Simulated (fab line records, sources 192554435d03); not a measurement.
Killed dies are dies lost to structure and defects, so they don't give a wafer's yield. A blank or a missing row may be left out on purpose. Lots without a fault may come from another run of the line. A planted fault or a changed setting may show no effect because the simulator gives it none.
A struck lot beside a sound one | flow n5_finfet | 16 steps out of a route of 1938
Sound: wafers L553.2, L553.3, L553.5. Struck: wafers L561.3, L561.4, L561.6. The cause comes at the end.
At each step with rows: each side's tool, then ch and its chambers, then its first start. Under that, the readings that differ: sound wafers | struck wafers | difference of the means | sigmas: that difference in standard deviations of wafers without a fault.
alike: readings whose means differ by less than 2 such deviations, and words and numbers that are the same on both sides. not compared: withheld readings, readings that some wafer has no value for, bounds like >300 that may hide the same value, and numbers for which the record gives no deviation and whose values overlap.
The two part at a step that has a row with sigmas, a row that says differs or no value, or rows on one side only. Numbers that don't overlap but have no deviation are shown without sigmas and don't part them. A reading that every wafer of one side lacks parts them only if that side has two wafers or more.

first, 4 steps without rows for these wafers: N5_HKMG_FIN_SOFTBAKE_07 (time 60 s); N5_HKMG_FIN_EXPOSE_09 (exposes mask NWFM); N5_HKMG_FIN_PEB_10 (peb time 60 s); N5_HKMG_FIN_DEVELOP_11 (develop time 30 s).
N5_HKMG_FIN_CD_MEAS_12: target cd 92.8 nm.
  sound on cd_sem-01 ch 0, day 5 14:34; struck on cd_sem-02 ch 0, day 7 12:12
  alike: cd_nm
N5_HKMG_FIN_OVL_MEAS_13:
  sound on overlay-01 ch 0, day 5 14:35; struck on overlay-01 ch 0, day 7 12:14
  alike: NWFM_OVL
N5_HKMG_FIN_INSPECT_14: inspects for defects (macro).
  sound on defect_inspect-01, day 5 14:37; struck on defect_inspect-02, day 7 12:16
  alike: raw_defect_count
N5_HKMG_FIN_DESCUM_17: chemistry O2, time 7.9 s.
  sound on rie_diel-01 ch 1,2, day 5 14:39; struck on rie_diel-01 ch 0,1,3, day 7 12:17
  alike: chamber_pressure_mTorr, drypump_motor_current_A, oes_product_au, rf_vpp_V, showerhead_plenum_p_Torr, throttle_valve_pct
  not compared: rf_hours_counter_h
N5_HKMG_FIN_ETCH_31: etches SiARC in CF4, target depth 45.5 nm, time 75.8 s.
  sound on rie_diel-01 ch 1,2, day 5 14:41; struck on rie_diel-01 ch 0,1,3, day 7 12:19
  alike: bias_w, chamber_pressure_mTorr, drypump_motor_current_A, etch_rf_on_time_s, mfc_ar_sccm, oes_product_au, rf_vpp_V, showerhead_plenum_p_Torr, throttle_valve_pct
  not compared: rf_hours_counter_h
N5_HKMG_FIN_ETCH_32: etches SOC in N2/H2, target depth 240 nm, time 300 s.
  sound on rie_diel-01 ch 1,2, day 5 14:44; struck on rie_diel-01 ch 0,1,3, day 7 12:23
  alike: bias_w, chamber_pressure_mTorr, drypump_motor_current_A, oes_product_au, rf_vpp_V, showerhead_plenum_p_Torr, throttle_valve_pct
  not compared: rf_hours_counter_h
then, 1 step without rows for these wafers: N5_HKMG_FIN_STRIP_33 (strips in N2/H2).
N5_HKMG_FIN_STRIP_34: strips in CF4.
  sound on rie_diel-01 ch 1,2, day 5 14:56; struck on rie_diel-01 ch 0,1,3, day 7 12:34
  alike: chamber_pressure_mTorr, drypump_motor_current_A, oes_product_au, power_w, rf_vpp_V, showerhead_plenum_p_Torr, throttle_valve_pct
  not compared: rf_hours_counter_h
N5_HKMG_FIN_ETCH_35: etches SOC in N2/H2, target depth 215.8 nm, time 243.4 s.
  sound on rie_diel-01 ch 1,2, day 5 14:57; struck on rie_diel-01 ch 0,1,3, day 7 12:35
  reading      | sound             | struck            | difference | sigmas
  bias_w (W)   | 4.988 4.981 4.980 | 4.781 4.751 4.752 | -0.222     | -16
  rf_vpp_V (V) | 142.1 140.7 143.2 | 138.8 136.0 136.6 | -4.9       | -5
  alike: chamber_pressure_mTorr, drypump_motor_current_A, oes_product_au, showerhead_plenum_p_Torr, throttle_valve_pct
  not compared: rf_hours_counter_h
N5_HKMG_FIN_STRIP_92: strips SOC in N2/H2, time 20 s.
  sound on rie_diel-01 ch 1,2, day 5 15:06; struck on rie_diel-01 ch 0,1,3, day 7 12:44
  alike: chamber_pressure_mTorr, drypump_motor_current_A, oes_product_au, power_w, rf_vpp_V, showerhead_plenum_p_Torr, throttle_valve_pct
  not compared: rf_hours_counter_h
-- the record jumps here: 5 days lie between the struck wafers' starts before and after (it left off in module HKMG_FIN and takes up again in module BEOL_M4, whose first step shown is number 1111 of the route) --
N5_BEOL_M4_RC_MEAS_101:
  sound on prober-02 ch 0, day 11 08:13; struck on prober-01 ch 0, day 12 23:16
  alike: DIBL_N, DIBL_P, IOFF_N, IOFF_P, ION_N, ION_P, SS_N, SS_P, VT_N, VT_P
-- the record jumps here: 4 days lie between the struck wafers' starts before and after (it left off in module BEOL_M4 and takes up again in module PASSIVATION, whose first step shown is number 1936 of the route) --
N5_PASSIVATION_PROBE_49:
  sound on prober-02, day 15 18:40; struck on prober-01, day 17 08:28
  alike: defect_limited_yield, killed_at_M0_to_M3, killed_at_M4_up, killed_at_contacts, killed_at_front_end, killed_at_other, killed_dies, killed_open, killed_short, sort_bin_5_function, sort_bin_6_memory, sort_bin_8_speed, sort_n_pass, sort_yield_pct

WHERE THEY PART
Only at N5_HKMG_FIN_ETCH_35, within this record. Later steps at which nothing parts them and some readings are alike: N5_HKMG_FIN_STRIP_92, N5_BEOL_M4_RC_MEAS_101, N5_PASSIVATION_PROBE_49.

WHY: what the simulator had put in
Process parameter drift: rie_diel-01, from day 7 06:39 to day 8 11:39, at N5_HKMG_FIN_ETCH_35. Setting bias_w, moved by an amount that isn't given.
